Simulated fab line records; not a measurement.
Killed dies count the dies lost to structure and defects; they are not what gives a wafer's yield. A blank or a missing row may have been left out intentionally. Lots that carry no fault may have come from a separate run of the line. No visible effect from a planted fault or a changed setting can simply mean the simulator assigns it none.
fab line records	flow n5_finfet
record lots=12	wafers=33	last_day=18
route steps=1938 shown BEOL_M4@1106 BEOL_M5@1131
lots untouched by any fault: they come from a run of this same line in which no faults occurred
start_h: hours from the record's opening day to when the first of the lot's shown wafers began	wait_h: hours from the lot's prior step to this one	" the same as in the row above	L1.1+2: a single row standing in for several wafers	- no value, or no start given	* or withheld: withheld	< > ~ a bound
route shown NAME@n: NAME is a module with steps in the file, n the number in the route of the first one	usual: mean/standard deviation taken from wafers without a fault	same: alike in all rows	chamber/n: place in a boat	sites: readings site by site	_std_site: standard deviation of those values	_edge_site: mean of outer sites minus mean of inner sites	radius_mm: how far each site lies from the wafer's centre	mask NAME#n: copy n	behind: the most recent tool/chamber to have shaped the wafer	hold: the reason the lot was held/the length of the hold in hours/how it ended	device: whichever transistor did not switch (one of n, p or np)	end of line: the route-end tests of the same wafers	step lacking rows: just its recipe	killed: dies lost to structure and defects at the first sort, not the wafer's yield	map: a wafer's dies, marking killed ones x, the rest . and places with no die _
set.NAME: the run value of the setting; set.NAME@STEP: its run value at that earlier step	model.NAME: the simulator's own value behind a step, which no gauge read
a sample of lots followed through the steps of the route, with each step as a table and each wafer as a row
services: the hour from which a tool's chamber was out of use, counted from the record's first day as start_h (under 0 if before that day), plus the number of hours and why
## steps
# step N5_BEOL_M4_CO_CAP_55
# recipe material=Co	target_thk_a=20	temp_c=200	precursor=CCTBA/H2	pressure_torr=30	time_s=102.1
# usual heater_power_w=252/21
lot.wafer	tool	chamber	start_h	wait_h	heater_power_w
L532.2	cvd_co-01	0	166.82	0.0	268
L532.3	"	2	"	"	243
L532.4	"	0	"	"	274
L533.1	cvd_co-01	1	173.82	0.0	281
L533.2	"	2	"	"	242
L533.5	"	1	"	"	284
L534.2	cvd_co-01	2	185.21	0.0	242
L534.4	"	0	"	"	272
L534.5	"	1	"	"	274
L535.3	cvd_co-01	1	193.13	0.0	279
L535.5	"	1	"	"	282
L535.6	"	2	"	"	239
L536.1	cvd_co-02	0	195.07	0.0	222
L536.4	"	0	"	"	220
L536.5	"	1	"	"	227
L539.1	cvd_co-02	1	215.78	0.0	229
L539.3	"	2	"	"	253
L542.1	cvd_co-01	2	218.47	0.0	242
L542.3	"	0	"	"	270
L543.1	cvd_co-02	1	241.75	0.0	224
L543.5	"	2	"	"	252
L548.1	cvd_co-01	1	262.91	0.0	275
L548.2	"	2	"	"	238
L548.3	"	0	"	"	275
L549.3	cvd_co-02	0	269.92	0.0	221
L549.4	"	1	"	"	233
L549.6	"	0	"	"	219
L554.1	cvd_co-02	2	300.91	0.0	253
L554.3	"	1	"	"	231
L554.4	"	2	"	"	252
L555.1	cvd_co-02	0	303.90	0.0	219
L555.3	"	1	"	"	233
L555.6	"	2	"	"	251
# step N5_BEOL_M4_DEP_57
# recipe material=SiCN	target_thk_a=80	temp_c=withheld	precursor=3MS/NH3	pressure_torr=3	rf_w=202	time_s=14
# usual showerhead_plenum_p_Torr=3.662/0.018	throttle_valve_pct=9.1/0.43
lot.wafer	tool	chamber	start_h	wait_h	showerhead_plenum_p_Torr	throttle_valve_pct
L532.2	pecvd-03	1	166.93	0.0	3.669	9.9
L532.3	"	2	"	"	3.648	8.4
L532.4	"	2	"	"	3.641	8.5
L533.1	pecvd-02	0	173.94	0.0	3.644	8.9
L533.2	"	1	"	"	3.682	9.5
L533.5	"	0	"	"	3.658	9.0
L534.2	pecvd-02	1	185.33	0.0	3.679	9.8
L534.4	"	0	"	"	3.641	9.1
L534.5	"	2	"	"	3.656	9.1
L535.3	pecvd-01	1	193.25	0.0	3.691	9.3
L535.5	"	2	"	"	3.654	8.6
L535.6	"	1	"	"	3.690	8.9
L536.1	pecvd-03	0	195.20	0.0	3.668	9.4
L536.4	"	0	"	"	3.662	9.1
L536.5	"	0	"	"	3.667	9.2
L539.1	pecvd-01	1	215.89	0.0	3.680	9.1
L539.3	"	2	"	"	3.647	8.5
L542.1	pecvd-02	0	218.60	0.0	3.647	9.4
L542.3	"	1	"	"	3.689	9.7
L543.1	pecvd-01	0	241.86	0.0	3.647	9.2
L543.5	"	0	"	"	3.648	9.0
L548.1	pecvd-03	0	263.03	0.0	3.672	9.5
L548.2	"	2	"	"	3.651	8.5
L548.3	"	1	"	"	3.672	10.2
L549.3	pecvd-02	2	270.04	0.0	3.644	8.3
L549.4	"	0	"	"	3.643	9.2
L549.6	"	1	"	"	3.678	9.7
L554.1	pecvd-02	0	301.02	0.0	3.639	9.1
L554.3	"	1	"	"	3.675	9.7
L554.4	"	2	"	"	3.647	8.4
L555.1	pecvd-01	0	304.02	0.0	3.651	9.2
L555.3	"	1	"	"	3.684	9.1
L555.6	"	2	"	"	3.649	8.5
# step N5_BEOL_M5_ETCH_61
# recipe chemistry=CF4	target=SiARC	target_depth_a=156	mask_material=CAR-EUV	time_s=26	ion_energy_ev=80	pressure_mtorr=40	source_w=545	bias_w=36	Ar_flow_sccm=100	cf4_flow_sccm=100	ends=cleared
# usual drypump_motor_current_A=5.7/0.5	etch_rf_on_time_s=25.8/0.5	oes_product_au=0.68/0.059	rf_vpp_V=184.3/1.3	showerhead_plenum_p_Torr=2.15/0.076	throttle_valve_pct=15.60/0.17
lot.wafer	tool	chamber	start_h	wait_h	drypump_motor_current_A	etch_rf_on_time_s	oes_product_au	rf_hours_counter_h	rf_vpp_V	showerhead_plenum_p_Torr	throttle_valve_pct
L532.2	rie_diel-04	0	172.08	0.0	6.3	26.5	0.63	173	183.0	2.13	15.55
L532.3	"	1	"	"	5.4	25.2	0.75	48	184.0	2.09	15.83
L532.4	"	1	"	"	5.4	25.2	0.73	-	183.8	2.09	15.85
L533.1	rie_diel-05	0	179.17	0.0	6.3	25.5	0.74	48	184.2	2.09	15.74
L533.2	"	1	"	"	5.3	25.1	0.75	54	184.6	2.26	15.35
L533.5	"	2	"	"	5.5	25.6	0.74	-	186.3	2.25	15.45
L534.2	rie_diel-04	0	189.66	0.0	6.3	26.8	0.61	178	183.1	2.13	15.57
L534.4	"	2	"	"	4.7	26.1	0.62	183	185.0	2.22	15.50
L534.5	"	1	"	"	5.4	25.6	0.73	-	184.9	2.09	15.86
L535.3	rie_diel-05	2	196.38	0.0	5.4	26.0	0.73	73	185.6	2.25	15.46
L535.5	"	2	"	"	5.4	25.5	0.74	-	183.8	2.25	15.44
L535.6	"	3	"	"	5.3	26.4	0.59	-	183.7	2.12	15.63
L536.1	rie_diel-04	1	198.93	0.0	5.4	25.2	0.72	56	182.5	2.09	15.86
L536.4	"	0	"	"	6.3	26.5	0.62	181	185.2	2.13	15.58
L536.5	"	3	"	"	6.0	25.5	0.64	-	182.7	2.05	15.59
L539.1	rie_diel-05	2	219.55	0.0	5.4	25.8	0.73	80	183.9	2.24	15.47
L539.3	"	0	"	"	6.3	37.1	0.60	60	183.0	2.09	15.75
L542.1	rie_diel-05	2	223.50	0.0	5.4	25.6	0.72	82	186.4	2.24	15.47
L542.3	"	1	"	"	5.3	36.6	0.61	68	186.5	2.26	15.37
L543.1	rie_diel-05	2	245.70	0.0	5.4	25.8	0.72	90	185.6	2.24	15.48
L543.5	"	0	"	"	6.3	37.2	0.59	-	183.5	2.08	15.77
L548.1	rie_diel-04	3	266.48	0.0	6.0	25.3	0.63	183	184.3	2.05	15.66
L548.2	"	1	"	"	5.4	25.0	0.71	76	182.5	2.08	15.90
L548.3	"	0	"	"	6.2	26.7	0.61	201	183.6	2.12	15.62
L549.3	rie_diel-04	1	273.98	0.0	5.4	25.4	0.70	78	185.3	2.08	15.92
L549.4	"	3	"	"	6.0	25.4	0.62	185	183.4	2.05	15.63
L549.6	"	1	"	"	5.3	25.2	0.71	-	182.9	2.08	15.92
L554.1	rie_diel-05	1	304.63	0.0	5.4	25.3	0.71	96	185.1	2.25	15.44
L554.3	"	3	"	"	5.3	26.4	0.79	11	185.7	2.11	15.17
L554.4	"	2	"	"	5.4	26.3	0.69	111	186.1	2.23	15.53
L555.1	rie_diel-05	0	308.12	0.0	6.3	25.2	0.70	92	183.0	2.08	15.81
L555.3	"	2	"	"	5.4	25.9	0.69	112	187.1	2.23	15.54
L555.6	"	3	"	"	5.3	25.9	0.80	-	183.3	2.11	15.18
# step N5_BEOL_M5_CD_MEAS_18
# recipe pitch_nm=56	target_cd_nm=28
# usual cd_nm=28.1/0.32
lot.wafer	tool	chamber	start_h	wait_h	cd_nm
L532.2	cd_sem-02	-	172.61	0.1	28.0
L532.3	"	-	"	"	28.0
L532.4	"	-	"	"	27.8
L533.1	cd_sem-03	-	179.58	0.0	27.9
L533.2	"	-	"	"	28.8
L533.5	"	-	"	"	28.2
L534.2	cd_sem-02	-	190.04	0.1	28.3
L534.4	"	-	"	"	27.9
L534.5	"	-	"	"	28.5
L535.3	cd_sem-01	-	196.76	0.1	28.2
L535.5	"	-	"	"	27.8
L535.6	"	-	"	"	28.3
L536.1	cd_sem-01	-	199.32	0.0	28.3
L536.4	"	-	"	"	28.7
L536.5	"	-	"	"	28.1
L539.1	cd_sem-02	-	220.02	0.0	27.7
L539.3	"	-	"	"	27.6
L542.1	cd_sem-03	-	223.88	0.0	28.5
L542.3	"	-	"	"	28.2
L543.1	cd_sem-03	-	246.16	0.0	28.2
L543.5	"	-	"	"	27.8
L548.1	cd_sem-01	-	266.85	0.0	28.1
L548.2	"	-	"	"	28.1
L548.3	"	-	"	"	28.3
L549.3	cd_sem-01	-	274.66	0.1	27.5
L549.4	"	-	"	"	27.9
L549.6	"	-	"	"	27.6
L554.1	cd_sem-03	-	305.03	0.1	28.0
L554.3	"	-	"	"	27.9
L554.4	"	-	"	"	28.0
L555.1	cd_sem-03	-	308.56	0.0	28.0
L555.3	"	-	"	"	27.9
L555.6	"	-	"	"	28.2
## services
tool	chamber	start_h	hours	kind
pecvd-01	1	145.26	4.8	repair
rie_diel-04	3	158.32	14.6	repair
pecvd-03	1	182.27	23.1	repair
rie_diel-04	3	193.36	5.3	repair
pecvd-02	2	202.38	-	clean
pecvd-02	2	202.38	-	consumable_replace:showerhead
pecvd-02	2	202.38	29.0	scheduled_down
pecvd-02	2	202.38	29.0	vent_cycle
pecvd-03	-	204.38	14.6	pm
rie_diel-04	3	210.71	1.6	repair
pecvd-02	0	222.07	5.5	scheduled_down
pecvd-02	-	227.83	0.8	repair
rie_diel-05	3	242.10	-	clean
rie_diel-05	3	242.10	-	consumable_replace:focus_ring
rie_diel-05	3	242.10	27.1	scheduled_down
rie_diel-05	3	242.10	27.1	vent_cycle
rie_diel-05	1	245.40	1.7	repair
pecvd-02	1	254.31	5.5	scheduled_down
cvd_co-01	-	264.18	1.5	repair
rie_diel-04	2	270.32	2.7	repair
pecvd-01	1	273.93	5.5	scheduled_down
pecvd-03	-	275.77	0.4	repair
pecvd-03	-	280.65	5.5	pm
rie_diel-04	2	293.38	3.7	repair
## key
first_sign step=N5_BEOL_M5_ETCH_61	reading=etch_rf_on_time_s	direction=up	sigmas=22	usual=*	struck=*
effect none on later readings
met_at N5_BEOL_M5_ETCH_61
struck_lots L539,L542,L543
struck_wafers L539.3,L542.3,L543.5
not_acting_at N5_BEOL_M4_CO_CAP_55,N5_BEOL_M4_DEP_57,N5_BEOL_M5_CD_MEAS_18
onset_between 196.38 219.55
fault kind=process_parameter_drift	tool=rie_diel-05	chamber=-	onset_h=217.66	steps=N5_BEOL_M5_ETCH_61	channel=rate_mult	offset=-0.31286	shape=step	end_h=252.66	scope=struck_wafers_only
